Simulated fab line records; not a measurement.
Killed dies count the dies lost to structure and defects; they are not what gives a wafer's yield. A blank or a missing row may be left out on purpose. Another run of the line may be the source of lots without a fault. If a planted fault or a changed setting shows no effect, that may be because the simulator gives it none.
What tool caused it?	flow n5 finfet	24 lots with 72 wafers sampled at 4 steps, on a route of 1938 steps

== WHAT EACH GAUGE READ, for each wafer ==
N5_BEOL_M1_THK_MEAS_53: measures by xrf.
lot	measured	on	M1_THK (nm)
L074	day 6 13:20	film metro-01	37.4 39.2 40.0
L075	day 6 16:03	film metro-01	37.1 38.3 38.9
L077	day 6 21:25	film metro-02	37.5 36.9 38.0
L076	day 6 23:19	film metro-02	40.2 39.2 39.2
L078	day 7 10:56	film metro-02	38.3 39.4 41.7
L079	day 7 13:10	film metro-02	37.6 40.0 39.4
L080	day 7 18:31	film metro-01	37.5 36.6 40.6
L081	day 7 23:02	film metro-01	35.4 37.9 37.5
L082	day 8 05:20	film metro-01	39.7 39.6 40.1
L083	day 8 13:33	film metro-01	39.3 41.4 42.4
L086	day 9 05:38	film metro-02	38.6 38.4 40.9
L084	day 9 05:43	film metro-01	38.0 38.4 39.7
L085	day 9 07:58	film metro-01	40.2 40.2 40.7
L087	day 9 19:58	film metro-02	38.1 39.9 39.5
L088	day 9 20:57	film metro-02	37.2 38.9 39.9
L089	day 10 03:07	film metro-01	37.1 39.2 38.0
L090	day 10 09:10	film metro-02	36.6 38.0 39.2
L091	day 10 12:35	film metro-02	36.8 41.7 39.3
L093	day 11 01:49	film metro-02	39.2 40.7 39.6
L092	day 11 07:22	film metro-02	38.9 39.3 40.1
L094	day 11 11:02	film metro-02	38.3 39.0 40.1
L095	day 12 09:37	film metro-01	38.0 40.9 38.5
L096	day 12 14:56	film metro-02	37.7 39.5 39.4
L097	day 12 15:16	film metro-02	37.9 35.9 38.1

N5_BEOL_M2_CD_MEAS_18: pitch 36 nm, target cd 18 nm.
lot	measured	on	cd nm (nm)
L074	day 6 18:31	cd sem-03	18.0 18.6 18.7
L075	day 6 18:46	cd sem-01	18.0 18.5 18.1
L077	day 7 00:02	cd sem-03	18.3 17.9 17.8
L076	day 7 01:50	cd sem-03	17.8 18.3 17.8
L078	day 7 16:59	cd sem-01	18.4 17.9 18.2
L079	day 7 17:11	cd sem-02	17.9 18.2 18.0
L080	day 7 20:25	cd sem-03	17.5 17.9 17.7
L081	day 8 01:09	cd sem-01	18.4 18.1 18.4
L082	day 8 10:11	cd sem-03	18.3 17.8 18.3
L083	day 8 15:28	cd sem-01	18.3 18.5 18.4
L086	day 9 09:14	cd sem-02	17.9 17.9 17.6
L084	day 9 09:01	cd sem-01	18.1 17.9 18.1
L085	day 9 11:07	cd sem-03	17.7 17.9 17.9
L087	day 9 22:38	cd sem-03	17.8 18.1 18.3
L088	day 9 23:30	cd sem-02	17.9 18.5 18.0
L089	day 10 05:37	cd sem-01	18.4 18.2 18.0
L090	day 10 10:40	cd sem-03	18.1 18.6 17.8
L091	day 10 14:14	cd sem-01	18.2 17.5 17.7
L093	day 11 04:43	cd sem-02	17.7 18.2 17.9
L092	day 11 09:10	cd sem-01	17.8 17.7 17.9
L094	day 11 12:47	cd sem-03	18.1 18.6 18.6
L095	day 12 12:35	cd sem-03	17.6 18.0 17.9
L096	day 12 18:01	cd sem-02	17.7 18.6 17.8
L097	day 12 18:26	cd sem-03	18.4 18.3 17.8

== WHICH TOOL RAN EACH LOT (tool, then ch and the chambers of the sampled wafers, then the start) ==
lot	N5_BEOL_M1_SPUTTER_92	N5_BEOL_M1_CMP_52
L074	pvd sputter-02, day 6 11:53	cmp-01 ch 0,1,2, day 6 13:05
L075	pvd sputter-01, day 6 14:50	cmp-04 ch 0,1,2, day 6 15:48
L077	pvd sputter-01, day 6 20:11	cmp-01 ch 0,1,2, day 6 21:10
L076	pvd sputter-01, day 6 22:02	cmp-01 ch 0,1,2, day 6 23:01
L078	pvd sputter-01, day 7 09:43	cmp-04 ch 2,3, day 7 10:38
L079	pvd sputter-03, day 7 11:56	cmp-04 ch 1,2, day 7 12:53
L080	pvd sputter-02, day 7 17:17	cmp-03 ch 0,2, day 7 18:13
L081	pvd sputter-02, day 7 21:48	cmp-04 ch 2,3, day 7 22:46
L082	pvd sputter-03, day 8 04:06	cmp-04 ch 0,2, day 8 05:02
L083	pvd sputter-03, day 8 12:20	cmp-04 ch 2,3, day 8 13:18
L086	pvd sputter-02, day 9 04:25	cmp-03 ch 1,2,3, day 9 05:23
L084	pvd sputter-01, day 9 04:29	cmp-04 ch 0,1,2, day 9 05:30
L085	pvd sputter-01, day 9 06:37	cmp-03 ch 1,2,3, day 9 07:40
L087	pvd sputter-02, day 9 18:28	cmp-03 ch 0,2,3, day 9 19:45
L088	pvd sputter-03, day 9 19:23	cmp-03 ch 0,2,3, day 9 20:42
L089	pvd sputter-03, day 10 01:52	cmp-04 ch 0,2,3, day 10 02:56
L090	pvd sputter-03, day 10 07:55	cmp-01 ch 0,2,3, day 10 08:59
L091	pvd sputter-02, day 10 11:22	cmp-04 ch 0,3, day 10 12:17
L093	pvd sputter-02, day 11 00:36	cmp-01 ch 0,1,3, day 11 01:32
L092	pvd sputter-01, day 11 06:08	cmp-03 ch 0,1, day 11 07:04
L094	pvd sputter-03, day 11 09:48	cmp-04 ch 1,2, day 11 10:44
L095	pvd sputter-02, day 12 08:23	cmp-04 ch 0,2,3, day 12 09:19
L096	pvd sputter-03, day 12 13:43	cmp-03 ch 0,2,3, day 12 14:43
L097	pvd sputter-02, day 12 14:02	cmp-03 ch 0,1,3, day 12 15:02
- N5_BEOL_M1_SPUTTER_92: material Cu, target thk 4.5 nm, time 8.29 s.
- N5_BEOL_M1_CMP_52: polishes, stops on SiOC, t overpolish 6.8 s, target thk 40 nm.

== AS READ BY THE TOOLS THEMSELVES (means over the sampled wafers that have a number; for cases with no such wafer, the mark the record gives instead) ==
N5_BEOL_M1_SPUTTER_92.
lot	tool	throttle valve pct (%)
L074	pvd sputter-02	31.1
L075	pvd sputter-01	30.8
L077	pvd sputter-01	31.4
L076	pvd sputter-01	30.7
L078	pvd sputter-01	31.5
L079	pvd sputter-03	30.5
L080	pvd sputter-02	31.4
L081	pvd sputter-02	30.4
L082	pvd sputter-03	30.4
L083	pvd sputter-03	30.5
L086	pvd sputter-02	31.1
L084	pvd sputter-01	31.2
L085	pvd sputter-01	30.9
L087	pvd sputter-02	30.8
L088	pvd sputter-03	30.5
L089	pvd sputter-03	30.2
L090	pvd sputter-03	31.1
L091	pvd sputter-02	31.3
L093	pvd sputter-02	31.2
L092	pvd sputter-01	30.5
L094	pvd sputter-03	30.5
L095	pvd sputter-02	31.5
L096	pvd sputter-03	30.3
L097	pvd sputter-02	30.8

N5_BEOL_M1_CMP_52.
lot	tool	barrier field endpoint s (s)	head pressure psi (psi)	motor current A (A)	overpolish run s (s)	time to endpoint s (s)
L074	cmp-01	24.5	0.9997	6.3	6.802	61.9
L075	cmp-04	23.9	1.0014	6.1	6.791	57.7
L077	cmp-01	24.2	1.0004	6.6	6.799	59.4
L076	cmp-01	24.2	1.0015	6.2	6.789	60.8
L078	cmp-04	24.0	0.9994	6.0	6.806	61.1
L079	cmp-04	24.5	1.0006	6.2	6.804	60.2
L080	cmp-03	24.1	1.0007	5.8	6.803	56.2
L081	cmp-04	24.3	1.0018	6.3	6.798	60.2
L082	cmp-04	24.3	0.9996	6.0	6.800	58.7
L083	cmp-04	24.5	0.9991	6.0	6.794	61.9
L086	cmp-03	23.7	0.9999	5.6	6.797	59.6
L084	cmp-04	24.5	1.0005	5.9	6.799	59.2
L085	cmp-03	24.4	1.0010	5.5	6.798	62.9
L087	cmp-03	25.2	1.0013	5.9	6.798	60.9
L088	cmp-03	24.3	1.0007	6.0	6.801	63.4
L089	cmp-04	25.2	1.0002	6.2	6.800	60.7
L090	cmp-01	24.9	1.0017	6.5	6.807	60.5
L091	cmp-04	24.9	0.9999	6.0	6.801	60.5
L093	cmp-01	24.4	0.9962	6.4	6.804	60.4
L092	cmp-03	24.7	1.0029	6.6	6.798	59.5
L094	cmp-04	24.7	0.9996	6.1	6.799	60.3
L095	cmp-04	25.3	0.9987	5.9	6.799	63.4
L096	cmp-03	24.4	0.9980	5.7	6.800	59.7
L097	cmp-03	23.8	0.9981	6.0	6.797	60.9

== THE ANSWER, worked out from the rows above alone ==
Rule: the usual values come from the lots themselves. The widest of any qualifying gaps counts: lots, ordered by their means at a reading, are off when they make up no more than a third of the lots, leave a main group of 4 or more, and stand apart from it by 3 or more times the standard deviation of that group's means. A main group is skipped when, at the precision printed for the reading in the tables above, its means are all equal. Also off: a lot with no number at a reading for which 4 or more lots have one. The other lots that the step has rows for count as sound. First the gauges in route order, then the tools' own readings, where a lot's mean is used as printed above. The first step at which some lot is off is used, and at that step the reading that is off furthest; a lot without a number counts as furthest.
Nothing can be told from this: no lot is off at any reading shown.

== WHAT THE SIMULATOR HAD INSERTED ==
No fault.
